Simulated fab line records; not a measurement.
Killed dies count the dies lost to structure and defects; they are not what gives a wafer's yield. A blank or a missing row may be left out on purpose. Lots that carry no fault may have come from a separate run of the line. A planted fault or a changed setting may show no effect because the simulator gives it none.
Tool commonality check ; flow nand-harc ; Sample size 8 lots and 24 wafers

## WHY IT WAS OPENED
At NHARC_END_SORT_01 the reading killed-at-array is flagged on 3 of 8 lots. Fault-free wafers read 28, with a standard deviation of 11.
Rule: flag the lot when none of its wafers has a number, or when each of its wafers that has one lies beyond 4 standard deviations from that mean. The rest of the lots are taken to be sound.

lot;measured;on;killed-at-array, wafer by wafer;flag
L331;day 21 20:15;prober-02;674 674 676;FLAGGED
L333;day 21 22:43;prober-01;674 672 672;FLAGGED
L332;day 22 02:26;prober-02;674 675 675;FLAGGED
L342;day 25 01:49;prober-02;44 41 54;
L344;day 25 01:59;prober-01;34 38 37;
L343;day 25 10:22;prober-02;43 42 39;
L341;day 25 10:31;prober-01;24 30 30;
L345;day 25 18:10;prober-02;32 36 30;
The mean of the flagged lots' numbers is 674, +646 from the usual (+59 standard deviations).

## WHICH TOOL RAN EACH LOT
4 process steps preceding the reading are held in the record, out of 1159 steps in the route. Read each cell as the tool, then ch plus the chambers that the sampled wafers visited, then the start.
lot;flag;NHARC_A_SGD_CUT_CMP_21;NHARC_A_SLIT_DESCUM_14;NHARC_A_SLIT_ETCH_17;NHARC_A_SLIT_ETCH_26
L331;FLAGGED;cmp-03 ch 1,2, day 16 15:52;rie-diel-08 ch 0,1, day 16 22:49;har-etch-01 ch 0,1, day 17 00:04;har-etch-01 ch 0,1, day 17 01:07
L333;FLAGGED;cmp-04 ch 0,2,3, day 16 20:35;rie-diel-10 ch 0,1,3, day 17 03:36;har-etch-02 ch 0,1, day 17 04:22;har-etch-02 ch 0,1, day 17 05:52
L332;FLAGGED;cmp-04 ch 1,2,3, day 16 15:55;rie-diel-10 ch 1,2,3, day 16 22:21;har-etch-02 ch 0,1, day 16 23:05;har-etch-02 ch 0,1, day 17 00:34
L342;;cmp-04 ch 2,3, day 19 03:37;rie-diel-10 ch 1,3, day 19 09:21;har-etch-02 ch 0, day 19 13:11;har-etch-02 ch 0, day 19 14:26
L344;;cmp-02 ch 0,2, day 19 03:35;rie-diel-10 ch 2,3, day 19 10:30;har-etch-02 ch 0,1, day 19 16:31;har-etch-02 ch 0,1, day 19 17:47
L343;;cmp-03 ch 0,2,3, day 19 03:35;rie-diel-08 ch 1,3, day 19 09:30;har-etch-02 ch 0,1, day 19 14:35;har-etch-02 ch 0,1, day 19 16:05
L341;;cmp-03 ch 0,2,3, day 19 03:47;rie-diel-08 ch 2,3, day 19 11:20;har-etch-01 ch 0,1, day 19 17:01;har-etch-01 ch 0,1, day 19 18:31
L345;;cmp-04 ch 1,2,3, day 19 03:44;rie-diel-10 ch 0,1,2, day 19 11:29;har-etch-02 ch 0,1, day 19 17:56;har-etch-02 ch 0,1, day 19 19:27
These steps, and what they do:
- NHARC_A_SGD_CUT_CMP_21: polishes, target thk 148.19 nm.
- NHARC_A_SLIT_DESCUM_14: chemistry O2, time 3 s.
- NHARC_A_SLIT_ETCH_17: etches the open film in C4F8/O2/Ar, time 1687.5 s, target depth 10100 nm.
- NHARC_A_SLIT_ETCH_26: etches the open film in C4F8/O2/Ar, time 90 s, target depth 400 nm.
- NHARC_END_SORT_01

## FLAGGED AGAINST TOTAL, ONE TOOL AT A TIME (gauges that did the reading follow at the end)
step;tool;lots run;flagged;share of the flagged lots;sound lots run after its first flagged lot
NHARC_A_SGD_CUT_CMP_21;cmp-02;1;0;none;-
NHARC_A_SGD_CUT_CMP_21;cmp-03;3;1;some;2 (L343,L341)
NHARC_A_SGD_CUT_CMP_21;cmp-04;4;2;some;2 (L342,L345)
NHARC_A_SLIT_DESCUM_14;rie-diel-08;3;1;some;2 (L343,L341)
NHARC_A_SLIT_DESCUM_14;rie-diel-10;5;2;some;3 (L342,L344,L345)
NHARC_A_SLIT_ETCH_17;har-etch-01;2;1;some;1 (L341)
NHARC_A_SLIT_ETCH_17;har-etch-02;6;2;some;4 (L342,L343,L344,L345)
NHARC_A_SLIT_ETCH_26;har-etch-01;2;1;some;1 (L341)
NHARC_A_SLIT_ETCH_26;har-etch-02;6;2;some;4 (L342,L343,L344,L345)
NHARC_END_SORT_01;prober-01;3;1;some;2 (L344,L341)
NHARC_END_SORT_01;prober-02;5;2;some;3 (L342,L343,L345)

## WHAT IS ALLOWED BY THE TABLE
No row of the table ran every flagged lot.

## WHAT HAD BEEN PUT IN BY THE SIMULATOR
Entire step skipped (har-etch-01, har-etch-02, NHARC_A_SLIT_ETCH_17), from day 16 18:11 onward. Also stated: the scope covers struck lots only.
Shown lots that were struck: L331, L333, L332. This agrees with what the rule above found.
